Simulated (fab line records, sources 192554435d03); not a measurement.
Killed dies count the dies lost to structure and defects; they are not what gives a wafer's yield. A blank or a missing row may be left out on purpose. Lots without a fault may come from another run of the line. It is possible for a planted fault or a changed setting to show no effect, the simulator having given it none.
fab line records + flow n5-finfet
[record]
- lots = 4
- wafers = 12
- last-day = 14
route steps=1938 shown BEOL_M10@1530 BEOL_M11@1536
lots with no fault: from the same line, run without faults
start-h: the number of hours between the record's first day and the start of the first shown wafer of the lot + wait-h: how many hours have passed since the lot's step before this one + " identical to the entry in the row above + L1.1+2: one row covering several wafers at once + - no value present, or no start provided + * or withheld: withheld + < > ~ a bound
route shown NAME@n: NAME is a module with steps in the file, n the number in the route of the first one + usual: mean/standard deviation taken from wafers without a fault + same: alike in all rows + chamber/n: place in a boat + sites: each site's reading + _std_site: standard deviation of those values + _edge_site: mean of outer sites minus mean of inner sites + radius-mm: how far each site lies from the wafer's centre + mask NAME#n: copy n + behind: the most recent tool/chamber to have shaped the wafer + hold: why the lot was held/for how many hours/how that ended + device: which transistor (n, p or np) failed to switch + end of line: the tests these same wafers got at the end of their route + where a step has no rows: the recipe by itself + killed: the dies lost at the first sort to structure and to defects; this is not the yield of the wafer + map: a wafer's dies, marking killed ones x, the rest . and places with no die _
set.NAME: the run value of the setting; set.NAME@STEP: its run value at that earlier step + model.NAME: the simulator's own value behind a step, which no gauge read
lots at some steps of the route; a table a step, a row a wafer
services: the hour from which a tool's chamber was out of use, counted from the record's first day as start-h (under 0 if before that day), plus the number of hours and why
[[steps]]
[step N5_BEOL_M10_CMP_52]
[recipe]
- stop-on = SiCOH_lowk
- t-overpolish-s = 7
- down-force-psi = 1
- platen-rpm = 50
- clearing-platen-down-force-psi = 1.5
- clearing-platen-rpm = 50
- post-cmp-clean = cu-alkaline
- target-thk-nm = 140
- clearing-platen-pad-velocity-m-s = 0.99484
- pad-velocity-m-s = 0.99484
[step N5_BEOL_M10_PRE_CLEAN_55]
[recipe]
- gas = NH3
- time-s = 15
- temp-c = withheld
- rf-power-w = 300
[step N5_BEOL_M10_DEP_56]
[recipe]
- material = SiCN
- target-thk-a = 150
- temp-c = withheld
- precursor = 3MS/NH3
- pressure-torr = 3
- rf-w = 202
- time-s = 26.5
[step N5_BEOL_M11_ILD_DEP_00]
[recipe]
- material = SiCOH_lowk
- target-thk-a = 3085.1
- temp-c = 300
- precursor = DEMS/porogen
- pressure-torr = 5
- rf-w = 500
- time-s = 58
[step N5_BEOL_M11_CURE_71]
[recipe]
- temp-c = 385
- time-s = 240
- ambient = He/Ar
- material = SiCOH_lowk
[step N5_BEOL_M11_PECVD_70]
[recipe]
- material = SiO2
- target-thk-a = 200
- temp-c = 400
- precursor = TEOS/O2
- pressure-torr = 5.5
- rf-w = 450
- teos-flow-sccm = 53.8
- gas = O2
- flow-sccm = 3000
- time-s = 22.7
[step N5_BEOL_M11_HM_DEP_02]
[recipe]
- material = TiN
- target-thk-a = 200
- temp-c = 25
- chamber-pressure-pa = 0.49996
[step N5_BEOL_M11_COAT_59]
[recipe]
- resist = SOC
- temp-c = 250
- time-s = 60
- spin-rpm = 1500
- resist-thk-nm = 100
[step N5_BEOL_M11_COAT_60]
[recipe]
- resist = SiARC
- temp-c = 220
- time-s = 60
- spin-rpm = 1500
- resist-thk-nm = 30
[usual]
- exhaust-pa = 44.8/0.94
- spin-speed-rpm = 1500.0/1.1
| lot.wafer | tool           | chamber | start-h | wait-h | exhaust-pa | spin-speed-rpm | model.SiARC_of_BEOL_M11_COAT_60.thk-nm |
|-----------|----------------|---------|---------|--------|------------|----------------|----------------------------------------|
| L105.2    | litho-track-05 | 0       | 254.06  | -      | 45.7       | 1499.1         | 30.2                                   |
| L105.4    | "              | 0       | "       | "      | 45.1       | 1499.7         | 30.2                                   |
| L105.6    | "              | 0       | "       | "      | 45.0       | 1501.9         | 30.2                                   |
| L106.1    | litho-track-05 | 0       | 255.23  | -      | 44.0       | 1424.2         | 31                                     |
| L106.3    | "              | 0       | "       | "      | 44.5       | 1425.6         | 30.8                                   |
| L106.6    | "              | 0       | "       | "      | 44.2       | 1423.7         | 31                                     |
| L108.1    | litho-track-03 | 0       | 257.15  | -      | 45.5       | 1500.7         | 30.2                                   |
| L108.2    | "              | 0       | "       | "      | 45.1       | 1500.3         | 30.2                                   |
| L108.6    | "              | 0       | "       | "      | 44.4       | 1500.8         | 30.2                                   |
| L109.1    | litho-track-05 | 0       | 276.24  | -      | 45.2       | 1424.6         | 30.8                                   |
| L109.4    | "              | 0       | "       | "      | 45.7       | 1423.5         | 30.8                                   |
| L109.5    | "              | 0       | "       | "      | 45.2       | 1424.5         | 30.8                                   |
[step N5_BEOL_M11_COAT_05]
[recipe]
- resist = CAR-ArF
- spin-rpm = 1500
- resist-thk-nm = 90
[step N5_BEOL_M11_EBR_07]
[recipe]
- solvent = PGMEA
- ebr-width-mm = 1.5
[step N5_BEOL_M11_SOFTBAKE_06]
[recipe]
- temp-c = 110
- time-s = 60
- resist = CAR-ArF
[step N5_BEOL_M11_EXPOSE_08]
[recipe]
- mask-id = M11
- na = 1.35
- source-shape = dipole
- sigma-inner = 0.411
- sigma-outer = 0.611
- polarization = te
- dose-mj = 53.75
[step N5_BEOL_M11_PEB_09]
[recipe]
- peb-temp-c = withheld
- peb-time-s = 60
- resist = CAR-ArF
[step N5_BEOL_M11_DEVELOP_10]
[recipe]
- develop-time-s = 30
- developer = TMAH
- resist = CAR-ArF
- rinse-liquid = diw
- dry = air-spin
- dev-temp-c = 23
[step N5_BEOL_M11_DESCUM_16]
[recipe]
- chemistry = O2
- time-s = 7.9
- source-power-w = 50
- bias-power-w = 20
- pressure-mtorr = 20
- rf-frequency-hz = 2.712e+07
- temp-c = 40
- resist = CAR-ArF
- o2-flow-sccm = 225
[step N5_BEOL_M11_ETCH_61]
[recipe]
- chemistry = CF4
- target = SiARC
- target-depth-a = 390
- mask-material = CAR-ArF
- time-s = 65
- ion-energy-ev = 80
- pressure-mtorr = 40
- source-w = 545
- bias-w = 36
- Ar_flow_sccm = 100
- cf4-flow-sccm = 100
- ends = cleared
[usual]
- cf4-flow-sccm = 100.02/0.3
- drypump-motor-current-A = 5.8/0.48
- etch-rf-on-time-s = 65.0/1.1
- oes-product-au = 0.69/0.07
- rf-vpp-V = 183.7/1.3
- showerhead-plenum-p-Torr = 2.12/0.065
- throttle-valve-pct = 15.48/0.17
| lot.wafer | tool        | chamber | start-h | wait-h | cf4-flow-sccm | drypump-motor-current-A | etch-rf-on-time-s | oes-product-au | rf-hours-counter-h | rf-vpp-V | showerhead-plenum-p-Torr | throttle-valve-pct | model.etch.depth-nm | model.CAR-ArF_of_BEOL_M11_COAT_05.thk-nm |
|-----------|-------------|---------|---------|--------|---------------|-------------------------|-------------------|----------------|--------------------|----------|--------------------------|--------------------|---------------------|------------------------------------------|
| L105.2    | rie-diel-06 | 1       | 254.55  | 0.0    | 99.98         | 6.6                     | 66.5              | 0.72           | 70                 | 185.6    | 2.25                     | 15.54              | 30.15               | 55.4                                     |
| L105.4    | "           | 3       | "       | "      | 99.69         | 5.9                     | 64.5              | 0.70           | 78                 | 181.7    | 2.08                     | 15.35              | 30.14               | 55.2                                     |
| L105.6    | "           | 1       | "       | "      | 99.93         | 6.6                     | 66.6              | 0.72           | -                  | 185.1    | 2.25                     | 15.56              | 30.18               | 55.4                                     |
| L106.1    | rie-diel-06 | 0       | 255.74  | 0.0    | 99.95         | 5.8                     | 64.9              | 0.78           | 39                 | 184.2    | 2.09                     | 15.32              | 31.03               | 55                                       |
| L106.3    | "           | 2       | "       | "      | 99.54         | 5.6                     | 67.1              | 0.59           | 243                | 182.8    | 2.10                     | 15.49              | 30.9                | 55.2                                     |
| L106.6    | "           | 0       | "       | "      | 100.17        | 5.8                     | 65.1              | 0.78           | -                  | 183.4    | 2.09                     | 15.32              | 30.99               | 55                                       |
| L108.1    | rie-diel-06 | 3       | 257.51  | 0.0    | 100.10        | 5.9                     | 64.7              | 0.70           | 79                 | 183.7    | 2.08                     | 15.35              | 30.12               | 55.4                                     |
| L108.2    | "           | 2       | "       | "      | 100.47        | 5.7                     | 67.0              | 0.57           | 244                | 184.0    | 2.10                     | 15.51              | 30.17               | 55.2                                     |
| L108.6    | "           | 1       | "       | "      | 100.33        | 6.6                     | 66.8              | 0.72           | -                  | 184.6    | 2.25                     | 15.56              | 30.14               | 55.2                                     |
| L109.1    | rie-diel-01 | 1       | 276.98  | 0.0    | 100.04        | 5.8                     | 66.8              | 0.63           | 180                | 183.9    | 2.05                     | 15.39              | 30.85               | 55                                       |
| L109.4    | "           | 2       | "       | "      | 99.78         | 5.0                     | 66.3              | 0.66           | 105                | 183.3    | 2.08                     | 15.41              | 30.79               | 55.2                                     |
| L109.5    | "           | 1       | "       | "      | 100.11        | 5.8                     | 66.9              | 0.62           | -                  | 181.8    | 2.05                     | 15.39              | 30.9                | 55                                       |
[step N5_BEOL_M11_ETCH_62]
[recipe]
- chemistry = N2/H2
- target = SOC
- target-depth-a = 1100
- overetch-a = 220
- mask-material = SiARC
- temp-c = 40
- time-s = 165
- ion-energy-ev = 200
- pressure-mtorr = 30
- source-w = 840
- bias-w = 150
- n2-flow-sccm = 200
- h2-flow-sccm = 200
[usual]
- drypump-motor-current-A = 5.8/0.48
- oes-product-au = 0.68/0.065
- rf-vpp-V = 523.1/2.5
- showerhead-plenum-p-Torr = 2.52/0.082
- throttle-valve-pct = 17.70/0.2
| lot.wafer | tool        | chamber | start-h | wait-h | drypump-motor-current-A | oes-product-au | rf-hours-counter-h | rf-vpp-V | showerhead-plenum-p-Torr | throttle-valve-pct | model.SiARC_of_BEOL_M11_COAT_60.thk-nm |
|-----------|-------------|---------|---------|--------|-------------------------|----------------|--------------------|----------|--------------------------|--------------------|----------------------------------------|
| L105.2    | rie-diel-06 | 1       | 254.60  | 0.0    | 6.6                     | 0.73           | 70                 | 529.1    | 2.68                     | 17.83              | 23.6                                   |
| L105.4    | "           | 3       | "       | "      | 5.9                     | 0.70           | 78                 | 519.7    | 2.46                     | 17.60              | 23.6                                   |
| L105.6    | "           | 1       | "       | "      | 6.6                     | 0.72           | -                  | 525.6    | 2.68                     | 17.83              | 23.6                                   |
| L106.1    | rie-diel-06 | 0       | 255.79  | 0.0    | 5.8                     | 0.76           | 39                 | 522.1    | 2.48                     | 17.46              | 24.4                                   |
| L106.3    | "           | 2       | "       | "      | 5.6                     | 0.58           | 243                | 521.9    | 2.51                     | 17.73              | 24.6                                   |
| L106.6    | "           | 0       | "       | "      | 5.8                     | 0.75           | -                  | 522.0    | 2.48                     | 17.46              | 24.4                                   |
| L108.1    | rie-diel-06 | 3       | 257.56  | 0.0    | 5.9                     | 0.69           | 79                 | 521.4    | 2.46                     | 17.59              | 23.6                                   |
| L108.2    | "           | 2       | "       | "      | 5.7                     | 0.59           | 244                | 522.0    | 2.51                     | 17.72              | 23.8                                   |
| L108.6    | "           | 1       | "       | "      | 6.6                     | 0.72           | -                  | 527.5    | 2.68                     | 17.82              | 23.6                                   |
| L109.1    | rie-diel-01 | 1       | 277.03  | 0.0    | 5.8                     | 0.62           | 180                | 521.6    | 2.43                     | 17.60              | 24.4                                   |
| L109.4    | "           | 2       | "       | "      | 5.0                     | 0.67           | 105                | 521.1    | 2.46                     | 17.69              | 24.2                                   |
| L109.5    | "           | 1       | "       | "      | 5.7                     | 0.62           | -                  | 519.8    | 2.43                     | 17.61              | 24.6                                   |
[step N5_BEOL_M11_STRIP_68]
[recipe]
- chemistry = N2/H2
- temp-c = 40
- n2-flow-sccm = 200
- h2-flow-sccm = 200
- rf-frequency-hz = 6e+07
[[services]]
| tool        | chamber | start-h | hours | kind   |
|-------------|---------|---------|-------|--------|
| rie-diel-01 | -       | 231.04  | 0.4   | repair |
| rie-diel-06 | -       | 276.05  | 14.6  | pm     |
[[key]]
[first-sign]
- step = N5_BEOL_M11_COAT_60
- reading = spin-speed-rpm
- direction = down
- sigmas = 67
- usual = *
- struck = *
effect none on later readings
[model-effect]
- step = N5_BEOL_M11_COAT_60
- value = SiARC_of_BEOL_M11_COAT_60.thk-nm
- without = 30.13
- struck = 30.87
[model-effect]
- step = N5_BEOL_M11_ETCH_61
- value = etch.depth-nm
- without = 30.12
- struck = 30.91
[model-effect]
- step = N5_BEOL_M11_ETCH_62
- value = SiARC_of_BEOL_M11_COAT_60.thk-nm
- without = 23.63
- struck = 24.43
met-at N5_BEOL_M11_COAT_60
struck-wafers L106.1,L106.3,L106.6,L109.1,L109.4,L109.5
onset-between 254.06 255.23
[fault]
- kind = process-parameter-drift
- tool = litho-track-05
- chamber = -
- onset-h = 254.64
- steps = N5_BEOL_M11_COAT_60
- channel = spin-rpm
- offset = *
- shape = step
- end-h = 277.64
- acts-in = *
- stated = *
